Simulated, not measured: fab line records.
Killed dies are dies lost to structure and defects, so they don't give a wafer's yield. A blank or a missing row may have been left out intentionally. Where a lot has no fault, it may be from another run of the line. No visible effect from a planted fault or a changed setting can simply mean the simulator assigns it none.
fab line records    flow nandHarc
record lots=24  wafers=72  lastDay=33
route steps=1302 shown A_STAIRCASE@796 A_SGD_CUT@890
lots with no fault: from the same line, run without faults
startH: hours from the record's first day to the start of the lot's first wafer shown    waitH: hours since the lot's step before    " the same as in the row above    L1.1+2: several wafers, shown together as one row    - no value present, or no start provided    * or withheld: withheld    < > ~ a bound
route shown NAME@n: NAME is a module with steps in the file, n the number in the route of the first one    usual: the fault-free wafers' mean and standard deviation    same: alike in all rows    chamber/n: place in a boat    sites: the reading at each site    _std_site: the standard deviation of these    _edge_site: mean of outer sites minus mean of inner sites    radiusMm: for every site, how far away it sits from the centre of the wafer    mask NAME#n: copy n    behind: the tool/chamber that last shaped the wafer    hold: reason for holding the lot/hours on hold/outcome of the hold    device: which transistor (n, p or np) failed to switch    end of line: the route-end tests of the same wafers    for a step that has no rows: nothing shown but its recipe    killed: dies that structure and defects cost at the first sort, which is not the same as the wafer's yield    map: dies across one wafer; x = killed, . = not, _ = none there
set.NAME: the run value of the setting; set.NAME@STEP: its run value at that earlier step    model.NAME: the simulator's own value behind a step, which no gauge read
one table for each step of the route and one row for each wafer, over a sample of lots
services: when a tool's chamber went out of use (startH, in hours from the record's first day, below 0 if earlier), for how many hours, and the reason
## steps
# step NHARC_A_STAIRCASE_DEP_280
# recipe targetThkA=300  targetThkNm=30  tempC=400  pressureTorr=3.5  flowSccm=200  rfW=350  material=SiON
# usual heaterPowerW=737/97
lot.wafer  tool      chamber  startH  waitH  heaterPowerW
L074.2     pecvd-04  1        378.34  1.3    640
L074.3     "         2        "       "      755
L074.4     "         2        "       "      762
L076.3     pecvd-03  1        380.21  1.0    617
L076.1     "         2        "       "      579
L076.5     "         1        "       "      625
L075.2     pecvd-04  2        386.85  1.3    849
L075.1     "         1        "       "      731
L075.4     "         1        "       "      718
L077.1     pecvd-03  2        409.99  1.6    609
L077.3     "         0        "       "      619
L077.4     "         2        "       "      627
L079.3     pecvd-01  0        423.10  0.9    826
L079.6     "         0        "       "      819
L079.4     "         1        "       "      747
L078.3     pecvd-04  0        426.48  0.9    934
L078.1     "         1        "       "      652
L078.6     "         0        "       "      936
L080.2     pecvd-03  0        436.40  1.3    680
L080.5     "         0        "       "      686
L080.4     "         1        "       "      716
L081.1     pecvd-03  1        456.51  1.6    691
L081.3     "         0        "       "      680
L081.4     "         0        "       "      703
L082.1     pecvd-01  0        463.13  1.6    881
L082.2     "         2        "       "      694
L082.5     "         1        "       "      866
L084.3     pecvd-01  0        470.69  1.1    771
L084.1     "         2        "       "      851
L084.4     "         0        "       "      767
L083.2     pecvd-04  0        472.42  1.3    845
L083.4     "         0        "       "      858
L083.5     "         1        "       "      736
L085.5     pecvd-03  0        481.76  0.4    615
L085.4     "         1        "       "      680
L085.6     "         2        "       "      623
L086.2     pecvd-03  1        488.51  1.3    624
L086.1     "         2        "       "      555
L086.4     "         0        "       "      693
L088.3     pecvd-01  2        513.30  0.9    752
L088.6     "         2        "       "      732
L088.5     "         1        "       "      760
L089.3     pecvd-03  1        514.73  1.0    654
L089.6     "         2        "       "      631
L089.5     "         0        "       "      692
L087.1     pecvd-03  0        523.22  1.6    690
L087.3     "         1        "       "      653
L087.6     "         2        "       "      600
L091.3     pecvd-01  2        546.18  1.2    789
L091.1     "         0        "       "      901
L091.5     "         1        "       "      801
L092.2     pecvd-01  1        551.07  1.3    716
L092.6     "         0        "       "      869
L092.4     "         2        "       "      797
L090.5     pecvd-01  1        555.29  0.9    717
L090.6     "         2        "       "      798
L090.4     "         0        "       "      871
L093.3     pecvd-03  2        573.79  0.9    672
L093.5     "         0        "       "      768
L093.6     "         1        "       "      737
L097.2     pecvd-03  2        592.54  1.3    652
L097.3     "         0        "       "      738
L097.4     "         1        "       "      669
L096.1     pecvd-03  0        594.90  1.6    785
L096.2     "         2        "       "      640
L096.5     "         0        "       "      775
L095.1     pecvd-01  1        598.94  1.6    806
L095.3     "         2        "       "      774
L095.5     "         1        "       "      814
L094.3     pecvd-01  1        601.02  0.9    808
L094.1     "         0        "       "      849
L094.4     "         2        "       "      714
# step NHARC_A_STAIRCASE_DEP_301
# recipe targetThkA=300  targetThkNm=30  tempC=400  pressureTorr=3.5  flowSccm=200  rfW=350  material=SiON
# usual heaterPowerW=746/95
lot.wafer  tool      chamber  startH  waitH  heaterPowerW
L074.3     pecvd-01  2        388.57  1.0    814
L074.2     "         0        "       "      766
L074.4     "         1        "       "      785
L076.3     pecvd-04  1        392.49  0.9    605
L076.1     "         0        "       "      893
L076.5     "         0        "       "      912
L075.2     pecvd-04  2        397.22  1.3    842
L075.1     "         0        "       "      782
L075.4     "         2        "       "      834
L077.3     pecvd-04  2        415.24  1.1    811
L077.1     "         0        "       "      897
L077.4     "         0        "       "      875
L079.3     pecvd-01  2        428.36  1.0    848
L079.4     "         1        "       "      838
L079.6     "         2        "       "      841
L078.3     pecvd-01  2        434.46  0.9    847
L078.1     "         0        "       "      866
L078.6     "         2        "       "      871
L080.2     pecvd-04  0        447.27  1.3    776
L080.4     "         2        "       "      716
L080.5     "         1        "       "      706
L081.3     pecvd-04  2        465.25  1.0    894
L081.1     "         0        "       "      793
L081.4     "         2        "       "      921
L082.2     pecvd-03  1        468.53  1.2    628
L082.1     "         2        "       "      573
L082.5     "         0        "       "      707
L083.2     pecvd-03  1        477.85  1.3    689
L083.4     "         0        "       "      620
L083.5     "         1        "       "      705
L084.1     pecvd-04  1        479.66  1.6    778
L084.3     "         2        "       "      907
L084.4     "         1        "       "      785
L085.5     pecvd-03  2        486.73  0.4    568
L085.4     "         0        "       "      659
L085.6     "         1        "       "      706
L086.2     pecvd-03  0        494.87  1.3    613
L086.1     "         1        "       "      692
L086.4     "         2        "       "      632
L088.3     pecvd-03  1        518.74  1.0    666
L088.6     "         2        "       "      541
L088.5     "         1        "       "      643
L089.3     pecvd-01  2        520.56  1.0    754
L089.6     "         1        "       "      730
L089.5     "         2        "       "      755
L087.1     pecvd-03  0        528.40  1.6    640
L087.3     "         2        "       "      661
L087.6     "         1        "       "      663
L091.3     pecvd-01  0        552.94  1.0    789
L091.1     "         1        "       "      831
L091.5     "         0        "       "      757
L092.2     pecvd-01  0        556.57  1.2    871
L092.4     "         0        "       "      854
L092.6     "         1        "       "      710
L090.4     pecvd-01  2        560.47  0.7    781
L090.5     "         0        "       "      870
L090.6     "         1        "       "      670
L093.3     pecvd-01  0        579.36  0.9    906
L093.6     "         0        "       "      907
L093.5     "         2        "       "      771
L097.3     pecvd-03  2        600.82  1.0    625
L097.2     "         0        "       "      738
L097.4     "         2        "       "      651
L096.2     pecvd-03  2        603.52  1.3    665
L096.1     "         1        "       "      766
L096.5     "         1        "       "      735
L095.1     pecvd-04  2        605.35  1.6    902
L095.3     "         1        "       "      651
L095.5     "         0        "       "      810
L094.1     pecvd-03  2        612.22  1.6    601
L094.3     "         1        "       "      760
L094.4     "         1        "       "      758
# step NHARC_A_STAIRCASE_CMP_450
# recipe targetThkNm=200  material=SiO2
# usual edgeZonePressureFrac=1.000/0.0047  motorCurrentA=11.9/1.2  retainingRingPressureFrac=0.999/0.0051
lot.wafer  tool    chamber  startH  waitH  edgeZonePressureFrac  motorCurrentA  retainingRingPressureFrac
L076.3     cmp-01  1        443.68  -      0.998                 11.3           1.008
L076.1     "       2        "       "      1.000                 12.3           0.994
L076.5     "       1        "       "      1.000                 11.2           1.004
L074.4     cmp-03  3        444.05  -      0.999                 9.4            1.007
L074.3     "       0        "       "      0.999                 10.9           0.996
L074.2     "       1        "       "      1.003                 12.5           0.997
L075.1     cmp-04  3        446.89  -      1.008                 11.5           0.998
L075.2     "       0        "       "      0.994                 10.2           0.999
L075.4     "       1        "       "      1.005                 14.4           0.989
L079.4     cmp-01  3        477.35  -      1.002                 11.4           0.997
L079.3     "       0        "       "      1.006                 13.5           0.992
L079.6     "       1        "       "      0.996                 11.4           1.000
L077.1     cmp-04  1        477.45  -      1.001                 14.1           0.994
L077.3     "       2        "       "      1.003                 11.6           1.000
L077.4     "       0        "       "      0.999                 10.3           0.998
L078.3     cmp-04  0        484.61  -      0.999                 10.6           1.000
L078.1     "       3        "       "      0.999                 11.7           1.000
L078.6     "       0        "       "      0.993                 10.7           0.995
L080.4     cmp-04  2        497.76  -      1.003                 11.3           1.012
L080.2     "       0        "       "      0.995                 10.6           1.000
L080.5     "       2        "       "      1.001                 10.9           1.012
L081.4     cmp-03  0        518.80  -      0.995                 11.3           0.990
L081.1     "       1        "       "      0.994                 12.9           0.995
L081.3     "       2        "       "      0.999                 13.1           1.003
L082.1     cmp-03  0        523.90  -      1.008                 11.1           1.003
L082.2     "       1        "       "      0.997                 12.7           1.006
L082.5     "       0        "       "      1.008                 11.0           1.004
L084.4     cmp-01  2        530.57  -      1.005                 12.4           0.996
L084.1     "       0        "       "      1.006                 13.0           1.001
L084.3     "       1        "       "      1.005                 12.2           1.001
L083.4     cmp-04  2        533.42  -      1.000                 11.6           0.994
L083.2     "       1        "       "      1.003                 14.2           1.000
L083.5     "       2        "       "      1.002                 11.7           1.004
L085.4     cmp-03  2        540.78  -      1.006                 12.9           0.993
L085.5     "       0        "       "      0.995                 10.5           1.003
L085.6     "       1        "       "      1.003                 12.9           1.000
L086.4     cmp-01  0        546.48  -      0.993                 13.1           0.999
L086.2     "       2        "       "      1.001                 12.0           0.994
L086.1     "       3        "       "      1.004                 11.9           1.002
L089.3     cmp-03  0        568.53  -      0.998                 11.2           0.996
L089.6     "       0        "       "      0.996                 10.5           0.994
L089.5     "       1        "       "      1.000                 12.3           0.997
L088.3     cmp-01  0        568.82  -      0.992                 13.2           1.005
L088.6     "       0        "       "      0.998                 13.0           1.009
L088.5     "       1        "       "      0.997                 10.9           1.004
L087.3     cmp-01  1        573.80  -      1.005                 11.5           0.995
L087.1     "       2        "       "      1.002                 12.2           1.001
L087.6     "       2        "       "      1.001                 12.1           0.997
L090.4     cmp-01  1        608.24  -      0.996                 11.7           0.997
L090.5     "       3        "       "      1.000                 11.4           1.012
L090.6     "       0        "       "      0.994                 12.6           0.990
L091.1     cmp-03  1        608.59  -      0.998                 13.1           0.998
L091.3     "       3        "       "      0.997                 9.5            1.002
L091.5     "       1        "       "      0.999                 13.0           0.997
L092.2     cmp-01  0        608.88  -      1.010                 12.9           1.004
L092.4     "       1        "       "      1.003                 10.5           0.996
L092.6     "       2        "       "      1.007                 11.8           1.002
L093.3     cmp-04  0        625.02  -      1.006                 10.6           0.994
L093.5     "       1        "       "      0.995                 15.0           1.000
L093.6     "       2        "       "      1.008                 12.0           1.000
L097.2     cmp-03  1        651.56  -      0.993                 12.5           0.999
L097.3     "       2        "       "      0.994                 12.9           0.995
L097.4     "       3        "       "      0.987                 9.2            0.999
L094.1     cmp-04  3        657.04  -      0.998                 11.5           0.990
L094.3     "       0        "       "      1.006                 10.2           1.001
L094.4     "       1        "       "      1.001                 13.7           0.996
L095.1     cmp-03  2        657.25  -      1.005                 12.3           1.002
L095.3     "       3        "       "      1.004                 9.3            1.002
L095.5     "       2        "       "      1.003                 12.7           1.002
L096.1     cmp-01  1        657.50  -      1.003                 11.4           1.005
L096.2     "       2        "       "      0.997                 13.2           0.995
L096.5     "       0        "       "      0.997                 12.8           0.992
# step NHARC_A_STAIRCASE_ETCHBACK_157
# recipe targetDepthA=900  overEtchFrac=0.3  timeS=167.14  ionEnergyEv=120  ch3fFlowSccm=50  o2FlowSccm=30  arFlowSccm=200  rfW=500  biasW=100  chemistry=CH3F/O2
# usual drypumpMotorCurrentA=5.7/0.64  oesProductAu=0.96/0.035  rfVppV=244.1/1.3  showerheadPlenumPTorr=2.44/0.077  throttleValvePct=20.664/0.0091
lot.wafer  tool        chamber  startH  waitH  drypumpMotorCurrentA  oesProductAu  rfHoursCounterH  rfVppV  showerheadPlenumPTorr  throttleValvePct
L076.1     rieDiel-11  2        444.59  0.2    6.5                   1.00          0                243.9   2.46                   20.661
L076.3     "           0        "       "      5.1                   1.00          0                242.9   2.43                   20.659
L076.5     "           2        "       "      6.5                   1.01          -                244.4   2.46                   20.681
L074.4     rieDiel-11  2        444.97  0.2    6.5                   1.00          0                245.6   2.46                   20.665
L074.2     "           3        "       "      4.8                   0.99          0                242.8   2.30                   20.660
L074.3     "           1        "       "      6.3                   1.00          0                242.1   2.39                   20.661
L075.1     rieDiel-13  1        447.81  0.2    5.0                   0.92          33               245.0   2.48                   20.672
L075.2     "           2        "       "      6.3                   0.93          34               244.1   2.49                   20.665
L075.4     "           2        "       "      6.3                   0.93          -                244.9   2.49                   20.667
L079.4     rieDiel-09  1        478.24  0.2    6.5                   0.95          51               247.9   2.60                   20.661
L079.3     "           0        "       "      5.2                   0.96          51               243.9   2.40                   20.655
L079.6     "           2        "       "      6.5                   0.94          -                243.6   2.37                   20.657
L077.1     rieDiel-13  2        478.35  0.1    6.3                   0.94          40               244.2   2.49                   20.649
L077.4     "           3        "       "      5.3                   0.95          38               244.5   2.53                   20.659
L077.3     "           1        "       "      5.0                   0.94          42               243.7   2.48                   20.659
L078.3     rieDiel-13  3        485.52  0.1    5.3                   1.01          43               246.5   2.53                   20.673
L078.1     "           2        "       "      6.3                   1.00          43               245.5   2.48                   20.668
L078.6     "           0        "       "      5.6                   0.99          -                244.7   2.43                   20.659
L080.2     rieDiel-13  2        498.70  0.2    6.3                   0.94          44               246.3   2.48                   20.676
L080.4     "           3        "       "      5.3                   0.94          45               244.8   2.53                   20.679
L080.5     "           1        "       "      5.0                   0.93          -                244.3   2.48                   20.664
L081.1     rieDiel-13  0        519.86  0.3    5.6                   0.96          53               243.6   2.43                   20.683
L081.4     "           1        "       "      5.0                   0.96          52               244.7   2.48                   20.660
L081.3     "           3        "       "      5.3                   1.00          51               243.8   2.53                   20.654
L082.1     rieDiel-11  1        524.78  0.1    6.3                   0.98          25               243.3   2.38                   20.669
L082.2     "           3        "       "      4.8                   0.98          22               241.2   2.29                   20.673
L082.5     "           1        "       "      6.3                   0.99          -                240.5   2.38                   20.652
L084.4     rieDiel-11  3        531.53  0.2    4.8                   0.93          25               242.3   2.29                   20.674
L084.1     "           0        "       "      5.1                   0.95          33               243.5   2.42                   20.662
L084.3     "           1        "       "      6.3                   0.95          29               243.0   2.37                   20.662
L083.2     rieDiel-11  3        534.31  0.1    4.8                   0.90          26               242.3   2.29                   20.663
L083.4     "           0        "       "      5.1                   0.91          34               243.4   2.42                   20.668
L083.5     "           0        "       "      5.1                   0.91          -                245.4   2.42                   20.664
L085.4     rieDiel-11  3        541.74  0.2    4.8                   0.90          28               241.5   2.29                   20.668
L085.6     "           0        "       "      5.1                   0.91          -                243.4   2.41                   20.669
L085.5     "           1        "       "      6.2                   0.92          -                243.6   2.37                   20.648
L086.2     rieDiel-13  2        547.36  0.1    6.3                   1.01          6                245.3   2.48                   20.653
L086.1     "           3        "       "      5.3                   1.01          7                245.2   2.53                   20.649
L086.4     "           1        "       "      4.9                   0.99          5                243.6   2.48                   20.678
L089.3     rieDiel-09  0        569.54  0.2    5.2                   1.02          27               243.4   2.39                   20.666
L089.5     "           0        "       "      5.1                   1.01          -                243.8   2.39                   20.670
L089.6     "           1        "       "      6.5                   1.01          -                245.5   2.58                   20.674
L088.3     rieDiel-09  1        569.82  0.3    6.5                   0.95          28               245.7   2.58                   20.654
L088.5     "           0        "       "      5.2                   0.94          -                244.3   2.39                   20.656
L088.6     "           1        "       "      6.4                   0.96          -                244.1   2.58                   20.684
L087.3     rieDiel-11  1        574.78  0.1    6.3                   0.99          43               243.1   2.37                   20.675
L087.1     "           2        "       "      6.5                   1.00          45               244.8   2.44                   20.665
L087.6     "           1        "       "      6.3                   1.00          -                242.3   2.37                   20.650
L090.4     rieDiel-13  2        609.22  0.2    6.4                   1.00          25               244.7   2.47                   20.657
L090.6     "           0        "       "      5.6                   0.99          -                243.0   2.42                   20.663
L090.5     "           1        "       "      5.0                   0.99          -                244.8   2.47                   20.666
L091.3     rieDiel-13  1        609.47  0.2    5.0                   0.91          25               244.3   2.47                   20.657
L091.1     "           3        "       "      5.3                   0.92          25               246.0   2.52                   20.669
L091.5     "           2        "       "      6.3                   0.93          -                243.5   2.47                   20.666
L092.4     rieDiel-13  3        609.89  0.3    5.3                   0.93          25               245.3   2.52                   20.658
L092.2     "           1        "       "      5.0                   0.91          25               245.3   2.47                   20.666
L092.6     "           2        "       "      6.3                   0.93          -                245.4   2.47                   20.675
L093.3     rieDiel-09  0        625.97  0.2    5.2                   0.93          44               243.1   2.38                   20.660
L093.6     "           2        "       "      6.5                   0.91          -                242.6   2.36                   20.658
L093.5     "           3        "       "      5.0                   0.94          -                243.7   2.35                   20.652
L097.4     rieDiel-13  0        654.73  2.4    5.6                   0.93          43               244.7   2.41                   20.663
L097.3     "           2        "       "      6.3                   0.94          40               244.1   2.46                   20.660
L097.2     "           3        "       "      5.4                   0.94          41               244.9   2.51                   20.671
L094.3     rieDiel-09  1        657.92  0.2    6.4                   0.96          56               247.0   2.57                   20.675
L094.4     "           2        "       "      6.5                   0.95          52               243.2   2.35                   20.667
L094.1     "           0        "       "      5.2                   0.94          56               242.9   2.38                   20.653
L095.3     rieDiel-11  3        658.14  0.2    4.8                   1.00          17               246.5   2.65                   20.672
L095.1     "           0        "       "      5.1                   0.99          14               244.8   2.40                   20.677
L095.5     "           3        "       "      4.8                   1.01          -                246.3   2.65                   20.671
L096.2     rieDiel-09  3        658.37  0.1    5.1                   0.92          55               242.7   2.35                   20.657
L096.1     "           2        "       "      6.5                   0.92          52               243.5   2.35                   20.669
L096.5     "           0        "       "      5.2                   0.93          -                243.8   2.38                   20.685
# step NHARC_A_SGD_CUT_DEP_00
# recipe targetThkA=500  tempC=400  targetThkNm=50  flowSccm=200  rfW=450  material=SiNx
# usual heaterPowerW=677/77
lot.wafer  tool      chamber  startH  waitH  heaterPowerW
L076.1     pecvd-03  2        445.54  0.1    530
L076.3     "         1        "       "      580
L076.5     "         2        "       "      544
L074.2     pecvd-02  2        445.93  0.1    627
L074.3     "         1        "       "      623
L074.4     "         0        "       "      683
L075.2     pecvd-02  1        448.84  0.1    615
L075.1     "         0        "       "      721
L075.4     "         1        "       "      619
L079.3     pecvd-01  0        479.21  0.1    837
L079.6     "         0        "       "      831
L079.4     "         2        "       "      798
L077.1     pecvd-02  1        479.33  0.1    636
L077.3     "         2        "       "      670
L077.4     "         1        "       "      625
L078.3     pecvd-02  1        486.48  0.1    630
L078.1     "         2        "       "      666
L078.6     "         2        "       "      655
L080.2     pecvd-03  1        499.73  0.1    657
L080.4     "         2        "       "      631
L080.5     "         1        "       "      645
L081.1     pecvd-02  2        520.86  0.1    624
L081.3     "         0        "       "      732
L081.4     "         2        "       "      603
L082.2     pecvd-01  1        526.22  0.1    707
L082.1     "         2        "       "      629
L082.5     "         2        "       "      631
L084.1     pecvd-02  0        532.48  0.1    779
L084.3     "         2        "       "      580
L084.4     "         1        "       "      623
L083.2     pecvd-02  1        535.28  0.1    566
L083.5     "         1        "       "      572
L083.4     "         0        "       "      739
L085.5     pecvd-02  2        542.73  0.2    531
L085.6     "         0        "       "      730
L085.4     "         1        "       "      685
L086.2     pecvd-01  0        548.33  0.1    853
L086.1     "         2        "       "      739
L086.4     "         1        "       "      764
L089.3     pecvd-03  1        570.87  0.1    728
L089.5     "         1        "       "      695
L089.6     "         2        "       "      545
L088.3     pecvd-02  1        571.04  0.1    655
L088.5     "         2        "       "      642
L088.6     "         0        "       "      645
L087.3     pecvd-02  1        575.82  0.1    610
L087.1     "         2        "       "      649
L087.6     "         1        "       "      649
L090.5     pecvd-03  2        610.23  0.2    586
L090.4     "         0        "       "      607
L090.6     "         1        "       "      628
L091.3     pecvd-03  2        610.46  0.1    581
L091.1     "         0        "       "      735
L091.5     "         2        "       "      589
L092.2     pecvd-02  1        610.86  0.1    581
L092.6     "         1        "       "      589
L092.4     "         2        "       "      631
L093.3     pecvd-01  1        626.92  0.1    703
L093.5     "         1        "       "      714
L093.6     "         0        "       "      787
L097.2     pecvd-01  2        655.88  0.1    751
L097.3     "         0        "       "      875
L097.4     "         1        "       "      723
L094.3     pecvd-02  2        659.00  0.2    666
L094.1     "         0        "       "      799
L094.4     "         1        "       "      589
L095.3     pecvd-02  0        659.14  0.1    713
L095.1     "         1        "       "      611
L095.5     "         1        "       "      615
L096.1     pecvd-02  2        659.42  0.1    619
L096.2     "         0        "       "      815
L096.5     "         2        "       "      627
# step NHARC_A_SGD_CUT_INSPECT_11
# usual rawDefectCount=51/32
lot.wafer  tool              chamber  startH  waitH  rawDefectCount
L076.1     defectInspect-02  -        446.38  0.0    67
L076.3     "                 -        "       "      65
L076.5     "                 -        "       "      67
L074.2     defectInspect-01  -        446.77  0.0    20
L074.3     "                 -        "       "      30
L074.4     "                 -        "       "      15
L075.1     defectInspect-02  -        449.68  0.0    54
L075.2     "                 -        "       "      61
L075.4     "                 -        "       "      67
L079.3     defectInspect-02  -        479.94  0.0    18
L079.4     "                 -        "       "      28
L079.6     "                 -        "       "      23
L077.1     defectInspect-02  -        480.18  0.0    66
L077.3     "                 -        "       "      73
L077.4     "                 -        "       "      74
L078.1     defectInspect-01  -        487.20  0.0    118
L078.3     "                 -        "       "      100
L078.6     "                 -        "       "      115
L080.2     defectInspect-01  -        500.39  0.0    74
L080.4     "                 -        "       "      62
L080.5     "                 -        "       "      54
L081.1     defectInspect-02  -        521.67  0.0    98
L081.3     "                 -        "       "      92
L081.4     "                 -        "       "      102
L082.1     defectInspect-02  -        527.04  0.0    17
L082.2     "                 -        "       "      25
L082.5     "                 -        "       "      18
L084.1     defectInspect-02  -        533.34  0.0    80
L084.3     "                 -        "       "      85
L084.4     "                 -        "       "      79
L083.2     defectInspect-01  -        536.00  0.0    26
L083.4     "                 -        "       "      35
L083.5     "                 -        "       "      30
L085.4     defectInspect-02  -        543.49  0.0    88
L085.5     "                 -        "       "      70
L085.6     "                 -        "       "      78
L086.1     defectInspect-01  -        549.17  0.0    7
L086.2     "                 -        "       "      9
L086.4     "                 -        "       "      13
L089.3     defectInspect-02  -        571.59  0.0    59
L089.5     "                 -        "       "      72
L089.6     "                 -        "       "      56
L088.3     defectInspect-02  -        571.84  0.0    33
L088.5     "                 -        "       "      39
L088.6     "                 -        "       "      35
L087.1     defectInspect-02  -        576.64  0.0    86
L087.3     "                 -        "       "      80
L087.6     "                 -        "       "      102
L090.4     defectInspect-02  -        610.87  0.0    49
L090.5     "                 -        "       "      42
L090.6     "                 -        "       "      53
L091.1     defectInspect-01  -        611.28  0.0    20
L091.3     "                 -        "       "      20
L091.5     "                 -        "       "      27
L092.2     defectInspect-01  -        611.56  0.0    19
L092.4     "                 -        "       "      23
L092.6     "                 -        "       "      23
L093.3     defectInspect-02  -        627.77  0.0    24
L093.5     "                 -        "       "      16
L093.6     "                 -        "       "      25
L097.2     defectInspect-02  -        656.70  0.0    74
L097.3     "                 -        "       "      59
L097.4     "                 -        "       "      78
L094.1     defectInspect-02  -        659.69  0.0    3
L094.3     "                 -        "       "      18
L094.4     "                 -        "       "      16
L095.1     defectInspect-02  -        659.87  0.0    77
L095.3     "                 -        "       "      69
L095.5     "                 -        "       "      70
L096.1     defectInspect-02  -        660.14  0.1    7
L096.2     "                 -        "       "      8
L096.5     "                 -        "       "      11
## services
tool        chamber  startH  hours  kind
pecvd-03    -        366.25  13.0   pm
pecvd-04    -        372.94  0.5    repair
cmp-01      -        383.24  4.0    pm
pecvd-01    -        391.36  1.2    repair
pecvd-02    -        408.45  13.0   pm
cmp-01      -        421.92  0.3    repair
cmp-01      -        423.87  0.8    repair
pecvd-02    -        425.64  1.8    repair
pecvd-02    2        437.63  5.7    repair
pecvd-04    -        450.19  13.0   pm
rieDiel-13  2        458.66  13.8   repair
pecvd-02    -        460.69  2.2    repair
pecvd-02    -        465.49  0.8    repair
cmp-01      -        481.24  4.0    pm
cmp-01      -        491.91  0.3    repair
pecvd-01    -        492.27  13.0   pm
pecvd-03    -        547.25  13.0   pm
cmp-01      -        552.74  1.0    repair
pecvd-04    0        561.32  19.9   repair
pecvd-04    2        579.22  6.0    repair
cmp-01      -        579.24  4.0    pm
pecvd-02    -        589.49  13.0   pm
cmp-01      -        629.43  0.4    repair
pecvd-04    -        631.19  13.0   pm
## key
fault none
